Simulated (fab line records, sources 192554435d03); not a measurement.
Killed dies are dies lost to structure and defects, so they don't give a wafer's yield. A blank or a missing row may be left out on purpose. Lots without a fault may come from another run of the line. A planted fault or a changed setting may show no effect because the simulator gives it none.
Chamber matching | flow n5_finfet | N5_GATE_CUT_CMP_43 on cmp-02: 4 sister chambers
The step polishes SiO2. 8 wafers are shown with their chamber, then 12 later ones without.

WAFERS WITH THEIR CHAMBER
wafer  | chamber | motor_current_A (A) | slurry_filter_dp_kPa (kPa)
L092.5 | 1       | 12.6                | 13.33
L092.6 | 2       | 11.7                | 13.51
L093.1 | 2       | 11.7                | 13.31
L093.2 | 1       | 13.6                | 13.66
L093.6 | 0       | 11.1                | 13.65
L094.1 | 0       | 11.3                | 13.60
L094.4 | 3       | 12.9                | 13.36
L094.5 | 3       | 12.5                | 13.39

WAFERS WITHOUT THEIR CHAMBER
wafer  | motor_current_A (A) | slurry_filter_dp_kPa (kPa)
L094.2 | 13.1                | 13.42
L094.3 | 11.0                | 13.68
L094.6 | 11.3                | 13.58
L095.1 | 13.1                | 13.29
L095.3 | 13.0                | 13.43
L095.4 | 11.6                | 13.34
L096.1 | 13.1                | 13.38
L096.2 | 11.3                | 13.21
L096.5 | 12.0                | 13.61
L096.3 | 11.7                | 13.52
L096.4 | 12.7                | 13.36
L096.6 | 13.0                | 13.64

WHICH CHAMBER EACH WENT THROUGH
wafer  | from the rows above               | in truth
L094.2 | can't be placed: 1 or 3           | 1
L094.3 | 0                                 | 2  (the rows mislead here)
L094.6 | can't be placed: 0 or 2           | 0
L095.1 | can't be placed: 3 or 1           | 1
L095.3 | can't be placed: 1 or 3           | 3
L095.4 | can't be placed: 2 or 0           | 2
L096.1 | can't be placed: 1 or 3           | 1
L096.2 | can't be placed: 2 or 0           | 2
L096.5 | can't be placed: 2 or 0 or 3 or 1 | 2
L096.3 | can't be placed: 2 or 0 or 3      | 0
L096.4 | can't be placed: 3 or 1           | 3
L096.6 | can't be placed: 1 or 3           | 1
Placed correctly: 0 of 12. Can't be placed from these rows: 11 (the true chamber is among the candidates in 11). Placed wrongly: 1.
How it was worked out, from the rows above alone: a wafer's distance from a chamber is the root of the sum, over the readings, of the square of ((its reading less the chamber's mean) divided by the reading's scatter). The wafer belongs to the nearest chamber; if the next one is less than 2 further off, it can't be placed. A chamber's mean is the mean of its shown wafers. The scatter: the root of (the sum of the squares of (reading less its chamber's mean) over the shown wafers, divided by (wafers less chambers)).
